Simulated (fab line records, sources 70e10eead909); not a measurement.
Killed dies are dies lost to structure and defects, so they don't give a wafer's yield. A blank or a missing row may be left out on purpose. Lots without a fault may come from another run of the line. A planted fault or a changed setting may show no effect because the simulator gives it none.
Tool commonality check | flow nand_harc | 2 lots, 6 wafers sampled

WHY IT WAS OPENED
At NHARC_END_SORT_01 the reading killed_at_periphery is flagged on 2 of 2 lots. Wafers without a fault read 3.5, standard deviation 2.5.
Rule: a lot is flagged when every wafer of it that has a number lies more than 4 standard deviations from that mean, or none has a number. The other lots count as sound.

lot  | measured     | on        | killed_at_periphery, wafer by wafer | flag
L423 | day 27 15:46 | prober-01 | 107 49 97                           | FLAGGED
L425 | day 27 23:59 | prober-01 | 55 67 100                           | FLAGGED
The numbers of the flagged lots are 79.2 on average: +75.7 against the usual, or +30 standard deviations.

WHICH TOOL RAN EACH LOT
The record holds 4 process steps before the reading, out of a route of 1302 steps. In each cell: the tool, then ch and the chambers that the sampled wafers went through, then the start.
lot  | flag    | NHARC_P_M1_PVD_21            | NHARC_A_BONDPAD_PRE_CLEAN_26            | NHARC_A_BONDPAD_CMP_19        | NHARC_THIN_TSV_CMP_21
L423 | FLAGGED | pvd_sputter-01, day 9 23:53  | pvd_sputter-02, day 26 08:56 or earlier | cmp-03 ch 0,2,3, day 26 08:56 | cmp-01 ch 1,2,3, day 27 02:56
L425 | FLAGGED | pvd_sputter-01, day 10 22:23 | pvd_sputter-02, day 26 19:02 or earlier | cmp-04 ch 0,2,3, day 26 19:02 | cmp-01 ch 0,1,2, day 27 12:35
What these steps do:
- NHARC_P_M1_PVD_21: deposits Cu, target thk 30 nm, time 20.49 s.
- NHARC_A_BONDPAD_PRE_CLEAN_26: time 30 s.
- NHARC_A_BONDPAD_CMP_19: polishes, t overpolish 30 s, cu recess touch 16 s, target thk 169.82 nm.
- NHARC_THIN_TSV_CMP_21: polishes, t overpolish 30 s, target thk 2000 nm.
- NHARC_END_SORT_01

FLAGGED OVER TOTAL, TOOL BY TOOL (the gauges that took the reading come last)
step                         | tool           | lots run | flagged | share of the flagged lots | sound lots run after its first flagged lot
NHARC_P_M1_PVD_21            | pvd_sputter-01 | 2        | 2       | all                       | 0
NHARC_A_BONDPAD_PRE_CLEAN_26 | pvd_sputter-02 | 2        | 2       | all                       | 0
NHARC_A_BONDPAD_CMP_19       | cmp-03         | 1        | 1       | some                      | 0
NHARC_A_BONDPAD_CMP_19       | cmp-04         | 1        | 1       | some                      | 0
NHARC_THIN_TSV_CMP_21        | cmp-01         | 2        | 2       | all                       | 0
NHARC_END_SORT_01            | prober-01      | 2        | 2       | all                       | 0
NHARC_A_BONDPAD_PRE_CLEAN_26 gives no start for some lots, so the hours and the order of its lots are those of NHARC_A_BONDPAD_CMP_19.

WHAT THE TABLE ALLOWS
4 rows of the table ran every flagged lot: pvd_sputter-01 at NHARC_P_M1_PVD_21, pvd_sputter-02 at NHARC_A_BONDPAD_PRE_CLEAN_26, cmp-01 at NHARC_THIN_TSV_CMP_21, prober-01 at NHARC_END_SORT_01.
- pvd_sputter-01 at NHARC_P_M1_PVD_21: 2 of its 2 lots flagged. It ran no sound lot before its first flagged lot in this sample, so the start can't be narrowed down.
- pvd_sputter-02 at NHARC_A_BONDPAD_PRE_CLEAN_26: 2 of its 2 lots flagged. It ran no sound lot before its first flagged lot in this sample, so the start can't be narrowed down.
- cmp-01 at NHARC_THIN_TSV_CMP_21: 2 of its 2 lots flagged. It ran no sound lot before its first flagged lot in this sample, so the start can't be narrowed down.
- prober-01 at NHARC_END_SORT_01: 2 of its 2 lots flagged. It ran no sound lot before its first flagged lot in this sample, so the start can't be narrowed down.
Counting lots can't tell these 4 tools apart, because each fits a fault that began at some hour. More lots, or a look at what each step does to the wafer, might.

WHAT THE SIMULATOR HAD PUT IN
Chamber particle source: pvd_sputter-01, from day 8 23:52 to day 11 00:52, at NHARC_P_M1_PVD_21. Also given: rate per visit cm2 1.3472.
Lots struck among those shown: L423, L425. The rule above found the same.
